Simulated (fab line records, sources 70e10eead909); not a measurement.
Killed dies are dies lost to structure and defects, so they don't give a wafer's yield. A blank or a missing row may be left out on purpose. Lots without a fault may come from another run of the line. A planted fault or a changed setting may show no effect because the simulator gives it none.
Which tool did it? | flow nand_harc | 11 lots, 33 wafers sampled, at 6 steps of a route of 1159

WHAT THE GAUGES READ, wafer by wafer
NHARC_P_STI_INSPECT_11.
lot  | measured    | on                | raw_defect_count
L947 | day 2 07:25 | defect_inspect-02 | 4 9 9
L949 | day 3 02:38 | defect_inspect-01 | 2 7 4
L952 | day 3 13:41 | defect_inspect-02 | 3 4 2
L954 | day 4 05:37 | defect_inspect-01 | 5 2 3
L956 | day 4 20:07 | defect_inspect-02 | 2 5 2
L962 | day 6 10:17 | defect_inspect-02 | 4 4 6
L964 | day 6 16:51 | defect_inspect-01 | 4 4 4
L966 | day 7 05:00 | defect_inspect-01 | 7 3 4
L967 | day 7 11:05 | defect_inspect-02 | 5 7 3
L969 | day 8 01:10 | defect_inspect-01 | 7 2 12
L970 | day 8 09:12 | defect_inspect-02 | 3 6 7

NHARC_P_STI_OCD_MEAS_17.
lot  | measured    | on     | trench_depth_nm (nm) | trench_foot_cd_nm (nm)
L947 | day 2 08:06 | ocd-01 | 296 296 303          | 156 162 158
L949 | day 3 03:18 | ocd-02 | 301 297 291          | 157 159 156
L952 | day 3 14:21 | ocd-01 | 303 303 303          | 160 158 152
L954 | day 4 06:17 | ocd-01 | 306 281 306          | 155 161 155
L956 | day 4 20:47 | ocd-02 | 297 311 311          | 158 156 153
L962 | day 6 10:59 | ocd-02 | 306 296 303          | 151 159 156
L964 | day 6 17:31 | ocd-01 | 313 309 312          | 159 153 153
L966 | day 7 05:42 | ocd-01 | 302 295 289          | 158 155 157
L967 | day 7 11:44 | ocd-01 | 301 300 305          | 160 157 154
L969 | day 8 01:50 | ocd-01 | 299 293 294          | 157 158 153
L970 | day 8 09:52 | ocd-01 | 302 294 295          | 153 154 155

NHARC_P_GATE_CD_MEAS_26: target cd 120 nm.
lot  | measured     | on        | cd_nm (nm)
L947 | day 4 09:31  | cd_sem-03 | 120.2 119.5 120.2
L949 | day 5 11:29  | cd_sem-02 | 119.4 118.7 120.2
L952 | day 5 17:23  | cd_sem-01 | 119.4 119.7 120.3
L954 | day 6 09:01  | cd_sem-01 | 118.4 118.5 118.6
L956 | day 7 04:43  | cd_sem-02 | 104.6 104.9 106.2 104.3 104.9 106.4
L962 | day 8 19:50  | cd_sem-01 | 104.7 105.6 105.8 104.8 105.3 105.8
L964 | day 9 03:44  | cd_sem-02 | 119.8 120.3 119.3
L966 | day 9 10:41  | cd_sem-03 | 119.9 119.2 118.7
L967 | day 9 10:52  | cd_sem-02 | 119.8 119.7 120.7
L969 | day 10 04:12 | cd_sem-03 | 120.2 119.6 119.1
L970 | day 10 14:58 | cd_sem-03 | 120.6 121.4 119.4

NHARC_END_SORT_01.
lot  | measured     | on        | killed_at_array | killed_at_other | killed_at_periphery | killed_dies | killed_open | killed_short
L952 | day 19 22:07 | prober-01 | 29 22 31        | 0 0 0           | 3 3 3               | 32 25 34    | 6 3 3       | 3 3 3
L956 | day 23 21:50 | prober-02 | 23 18 23        | 0 1 0           | 27 38 32            | 50 57 55    | 5 7 8       | 2 3 2
L962 | day 24 07:22 | prober-01 | 16 14 13        | 0 1 0           | 9 11 30             | 25 26 43    | 3 7 2       | 2 2 1
L964 | day 24 15:56 | prober-02 | 28 25 38        | 0 1 2           | 3 4 3               | 31 30 43    | 4 7 8       | 2 3 6
L969 | day 25 05:05 | prober-02 | 39 31 35        | 0 0 0           | 9 2 2               | 48 33 37    | 7 4 6       | 4 1 2

WHICH TOOL RAN EACH LOT (tool, then ch and the chambers of the sampled wafers, then the start)
lot  | NHARC_P_STI_ETCH_15             | NHARC_P_GATE_EXPOSE_23
L947 | rie_si-02 ch 2,3, day 2 07:51   | arfi_scanner-02 ch 0, day 4 09:22
L949 | rie_si-04 ch 0,2,3, day 3 03:02 | arfi_scanner-02 ch 0, day 5 11:21
L952 | rie_si-04 ch 0,2, day 3 14:07   | arfi_scanner-03 ch 0, day 5 17:14
L954 | rie_si-05 ch 0,3, day 4 06:02   | arfi_scanner-01 ch 0, day 6 08:52
L956 | rie_si-05 ch 0,1, day 4 20:32   | arfi_scanner-02 ch 0, day 7 04:35
L962 | rie_si-05 ch 0,1,2, day 6 10:46 | arfi_scanner-02 ch 0, day 8 19:42
L964 | rie_si-02 ch 2,3, day 6 17:17   | arfi_scanner-03 ch 0, day 9 03:36
L966 | rie_si-04 ch 0,1,3, day 7 05:28 | arfi_scanner-01 ch 0, day 9 10:32
L967 | rie_si-02 ch 0,1,2, day 7 11:31 | arfi_scanner-03 ch 0, day 9 10:43
L969 | rie_si-04 ch 0,1,2, day 8 01:36 | arfi_scanner-01 ch 0, day 10 04:04
L970 | rie_si-04 ch 0,1,2, day 8 09:38 | arfi_scanner-01 ch 0, day 10 14:49
- NHARC_P_STI_ETCH_15: etches the open film in HBr/Cl2, target depth 300 nm, time 100.1 s.
- NHARC_P_GATE_EXPOSE_23: exposes mask P GATE, target cd 120 nm.

WHAT THE TOOLS THEMSELVES READ (means of the sampled wafers that have a number; where no wafer has one, the mark that the record gives instead)
NHARC_P_STI_ETCH_15.
lot  | tool      | chamber_pressure_mTorr (mTorr) | drypump_motor_current_A (A) | hbr_flow_sccm (sccm) | he_backside_leak_sccm (sccm) | oes_product_au (a.u.) | rf_fwd_power_W (W) | throttle_valve_pct (%)
L947 | rie_si-02 | 15.004                         | 5.4                         | 149.9                | 2.79                         | 0.993                 | 398.3              | 26.404
L949 | rie_si-04 | 15.013                         | 5.8                         | 150.1                | 2.79                         | 0.990                 | 398.0              | 26.407
L952 | rie_si-04 | 14.999                         | 6.1                         | 150.0                | 2.55                         | 1.012                 | 398.6              | 26.405
L954 | rie_si-05 | 14.989                         | 6.1                         | 150.3                | 2.61                         | 0.993                 | 398.1              | 26.404
L956 | rie_si-05 | 15.000                         | 6.0                         | 150.3                | 2.52                         | 1.016                 | 397.3              | 26.409
L962 | rie_si-05 | 15.004                         | 5.8                         | 149.7                | 2.74                         | 1.001                 | 398.8              | 26.402
L964 | rie_si-02 | 14.988                         | 5.1                         | 149.7                | 2.86                         | 1.024                 | 397.0              | 26.403
L966 | rie_si-04 | 15.003                         | 5.7                         | 150.2                | 2.90                         | 0.989                 | 397.3              | 26.412
L967 | rie_si-02 | 14.992                         | 5.8                         | 149.8                | 2.66                         | 1.003                 | 398.2              | 26.407
L969 | rie_si-04 | 15.002                         | 6.1                         | 149.6                | 2.64                         | 0.985                 | 397.7              | 26.405
L970 | rie_si-04 | 15.007                         | 6.1                         | 150.2                | 3.28                         | 0.997                 | 397.4              | 26.404

NHARC_P_GATE_EXPOSE_23.
lot  | tool            | exposure_dose_mJ_cm2 | stage_vel_mm_s (mm/s)
L947 | arfi_scanner-02 | 93.79                | 500.25
L949 | arfi_scanner-02 | 93.83                | 500.21
L952 | arfi_scanner-03 | 93.88                | 500.11
L954 | arfi_scanner-01 | 93.80                | 499.59
L956 | arfi_scanner-02 | 119.98               | 499.76
L962 | arfi_scanner-02 | 119.90               | 499.82
L964 | arfi_scanner-03 | 93.98                | 499.99
L966 | arfi_scanner-01 | 93.82                | 500.02
L967 | arfi_scanner-03 | 93.88                | 500.08
L969 | arfi_scanner-01 | 93.86                | 500.19
L970 | arfi_scanner-01 | 93.92                | 499.68

THE ANSWER, worked out from the rows above alone
Rule: what is usual is taken from the lots themselves. Put in order of their means at a reading, lots are off if they are a third of the lots or fewer, leave a main group of 4 or more, and stand apart from it by a gap of 3 or more times the standard deviation of the main group's means; of several such gaps the widest counts. A main group whose means are all the same, to the digits that the tables above print for the reading, isn't used. A lot without any number at a reading at which 4 lots or more have one is off too. The other lots that the step has rows for count as sound. The gauges are gone through in route order, then the tools' own readings, and for those a lot's mean is taken as printed above. The first step at which some lot is off is used, and at that step the reading that is off furthest; a lot without a number counts as furthest.
Off: L956, L962, at NHARC_P_GATE_CD_MEAS_26 (cd_nm). The main group: mean 119.7 nm, standard deviation 0.53.
A tool fits if, at a process step before that reading, it ran every lot that is off, and no sound lot after the first of them. The gauges at NHARC_P_GATE_CD_MEAS_26 aren't tried: what is off there is off at NHARC_P_GATE_EXPOSE_23 too, on other tools, and a gauge's error can't cause that. Can't be told from this: 2 tools fit, rie_si-05 at NHARC_P_STI_ETCH_15, arfi_scanner-02 at NHARC_P_GATE_EXPOSE_23.

WHAT THE SIMULATOR HAD PUT IN
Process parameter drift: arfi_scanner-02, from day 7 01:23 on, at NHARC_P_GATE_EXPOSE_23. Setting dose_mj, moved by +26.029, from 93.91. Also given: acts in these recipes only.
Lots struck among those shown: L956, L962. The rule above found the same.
